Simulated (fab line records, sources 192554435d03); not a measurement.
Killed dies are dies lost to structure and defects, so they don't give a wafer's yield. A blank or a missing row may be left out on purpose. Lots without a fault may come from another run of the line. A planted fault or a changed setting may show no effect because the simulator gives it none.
Which tool did it? | flow n5_finfet | 12 lots, 33 wafers sampled, at 4 steps of a route of 1938

WHAT THE GAUGES READ, wafer by wafer
N5_BEOL_M5_CD_MEAS_18: pitch 56 nm, target cd 28 nm.
lot  | measured     | on        | cd_nm (nm)
L532 | day 8 04:37  | cd_sem-02 | 28.0 28.0 27.8
L533 | day 8 11:35  | cd_sem-03 | 27.9 28.8 28.2
L534 | day 8 22:02  | cd_sem-02 | 28.3 27.9 28.5
L535 | day 9 04:46  | cd_sem-01 | 28.2 27.8 28.3
L536 | day 9 07:19  | cd_sem-01 | 28.3 28.7 28.1
L539 | day 10 04:01 | cd_sem-02 | 27.7 27.6
L542 | day 10 07:53 | cd_sem-03 | 28.5 28.2
L543 | day 11 06:10 | cd_sem-03 | 28.2 27.8
L548 | day 12 02:51 | cd_sem-01 | 28.1 28.1 28.3
L549 | day 12 10:40 | cd_sem-01 | 27.5 27.9 27.6
L554 | day 13 17:02 | cd_sem-03 | 28.0 27.9 28.0
L555 | day 13 20:34 | cd_sem-03 | 28.0 27.9 28.2

WHICH TOOL RAN EACH LOT (tool, then ch and the chambers of the sampled wafers, then the start)
lot  | N5_BEOL_M4_CO_CAP_55             | N5_BEOL_M4_DEP_57               | N5_BEOL_M5_ETCH_61
L532 | cvd_co-01 ch 0,2, day 7 22:49    | pecvd-03 ch 1,2, day 7 22:56    | rie_diel-04 ch 0,1, day 8 04:05
L533 | cvd_co-01 ch 1,2, day 8 05:49    | pecvd-02 ch 0,1, day 8 05:56    | rie_diel-05 ch 0,1,2, day 8 11:10
L534 | cvd_co-01 ch 0,1,2, day 8 17:13  | pecvd-02 ch 0,1,2, day 8 17:20  | rie_diel-04 ch 0,1,2, day 8 21:40
L535 | cvd_co-01 ch 1,2, day 9 01:08    | pecvd-01 ch 1,2, day 9 01:15    | rie_diel-05 ch 2,3, day 9 04:23
L536 | cvd_co-02 ch 0,1, day 9 03:04    | pecvd-03 ch 0, day 9 03:12      | rie_diel-04 ch 0,1,3, day 9 06:56
L539 | cvd_co-02 ch 1,2, day 9 23:47    | pecvd-01 ch 1,2, day 9 23:53    | rie_diel-05 ch 0,2, day 10 03:33
L542 | cvd_co-01 ch 0,2, day 10 02:28   | pecvd-02 ch 0,1, day 10 02:36   | rie_diel-05 ch 1,2, day 10 07:30
L543 | cvd_co-02 ch 1,2, day 11 01:45   | pecvd-01 ch 0, day 11 01:52     | rie_diel-05 ch 0,2, day 11 05:42
L548 | cvd_co-01 ch 0,1,2, day 11 22:55 | pecvd-03 ch 0,1,2, day 11 23:02 | rie_diel-04 ch 0,1,3, day 12 02:29
L549 | cvd_co-02 ch 0,1, day 12 05:55   | pecvd-02 ch 0,1,2, day 12 06:02 | rie_diel-04 ch 1,3, day 12 09:59
L554 | cvd_co-02 ch 1,2, day 13 12:55   | pecvd-02 ch 0,1,2, day 13 13:01 | rie_diel-05 ch 1,2,3, day 13 16:38
L555 | cvd_co-02 ch 0,1,2, day 13 15:54 | pecvd-01 ch 0,1,2, day 13 16:01 | rie_diel-05 ch 0,2,3, day 13 20:07
- N5_BEOL_M4_CO_CAP_55: material Co, precursor CCTBA/H2, target thk 2 nm, time 102.1 s.
- N5_BEOL_M4_DEP_57: deposits SiCN from 3MS/NH3, target thk 8 nm, time 14 s.
- N5_BEOL_M5_ETCH_61: etches SiARC in CF4, target depth 15.6 nm, time 26 s.

WHAT THE TOOLS THEMSELVES READ (means of the sampled wafers that have a number; where no wafer has one, the mark that the record gives instead)
N5_BEOL_M4_CO_CAP_55.
lot  | tool      | heater_power_w (W)
L532 | cvd_co-01 | 262
L533 | cvd_co-01 | 269
L534 | cvd_co-01 | 263
L535 | cvd_co-01 | 267
L536 | cvd_co-02 | 223
L539 | cvd_co-02 | 241
L542 | cvd_co-01 | 256
L543 | cvd_co-02 | 238
L548 | cvd_co-01 | 263
L549 | cvd_co-02 | 224
L554 | cvd_co-02 | 245
L555 | cvd_co-02 | 234

N5_BEOL_M4_DEP_57.
lot  | tool     | showerhead_plenum_p_Torr (Torr) | throttle_valve_pct (%)
L532 | pecvd-03 | 3.653                           | 8.9
L533 | pecvd-02 | 3.661                           | 9.1
L534 | pecvd-02 | 3.659                           | 9.3
L535 | pecvd-01 | 3.678                           | 8.9
L536 | pecvd-03 | 3.666                           | 9.2
L539 | pecvd-01 | 3.663                           | 8.8
L542 | pecvd-02 | 3.668                           | 9.6
L543 | pecvd-01 | 3.647                           | 9.1
L548 | pecvd-03 | 3.665                           | 9.4
L549 | pecvd-02 | 3.655                           | 9.1
L554 | pecvd-02 | 3.654                           | 9.1
L555 | pecvd-01 | 3.661                           | 8.9

N5_BEOL_M5_ETCH_61.
lot  | tool        | drypump_motor_current_A (A) | etch_rf_on_time_s (s) | oes_product_au (a.u.) | rf_vpp_V (V) | showerhead_plenum_p_Torr (Torr) | throttle_valve_pct (%)
L532 | rie_diel-04 | 5.7                         | 25.6                  | 0.70                  | 183.6        | 2.10                            | 15.74
L533 | rie_diel-05 | 5.7                         | 25.4                  | 0.74                  | 185.0        | 2.20                            | 15.51
L534 | rie_diel-04 | 5.5                         | 26.2                  | 0.65                  | 184.3        | 2.15                            | 15.64
L535 | rie_diel-05 | 5.4                         | 26.0                  | 0.69                  | 184.4        | 2.21                            | 15.51
L536 | rie_diel-04 | 5.9                         | 25.7                  | 0.66                  | 183.5        | 2.09                            | 15.68
L539 | rie_diel-05 | 5.8                         | 31.5                  | 0.67                  | 183.4        | 2.17                            | 15.61
L542 | rie_diel-05 | 5.3                         | 31.1                  | 0.67                  | 186.4        | 2.25                            | 15.42
L543 | rie_diel-05 | 5.8                         | 31.5                  | 0.66                  | 184.6        | 2.16                            | 15.62
L548 | rie_diel-04 | 5.9                         | 25.7                  | 0.65                  | 183.5        | 2.08                            | 15.73
L549 | rie_diel-04 | 5.6                         | 25.3                  | 0.68                  | 183.9        | 2.07                            | 15.82
L554 | rie_diel-05 | 5.4                         | 26.0                  | 0.73                  | 185.6        | 2.20                            | 15.38
L555 | rie_diel-05 | 5.7                         | 25.7                  | 0.73                  | 184.5        | 2.14                            | 15.51

THE ANSWER, worked out from the rows above alone
Rule: what is usual is taken from the lots themselves. Put in order of their means at a reading, lots are off if they are a third of the lots or fewer, leave a main group of 4 or more, and stand apart from it by a gap of 3 or more times the standard deviation of the main group's means; of several such gaps the widest counts. A main group whose means are all the same, to the digits that the tables above print for the reading, isn't used. A lot without any number at a reading at which 4 lots or more have one is off too. The other lots that the step has rows for count as sound. The gauges are gone through in route order, then the tools' own readings, and for those a lot's mean is taken as printed above. The first step at which some lot is off is used, and at that step the reading that is off furthest; a lot without a number counts as furthest.
Off: L539, L542, L543, at N5_BEOL_M5_ETCH_61 (etch_rf_on_time_s). The main group: mean 25.7 s, standard deviation 0.27.
A tool fits if, at that step or a process step before it, it ran every lot that is off, and no sound lot after the first of them. None of those tried fits.

WHAT THE SIMULATOR HAD PUT IN
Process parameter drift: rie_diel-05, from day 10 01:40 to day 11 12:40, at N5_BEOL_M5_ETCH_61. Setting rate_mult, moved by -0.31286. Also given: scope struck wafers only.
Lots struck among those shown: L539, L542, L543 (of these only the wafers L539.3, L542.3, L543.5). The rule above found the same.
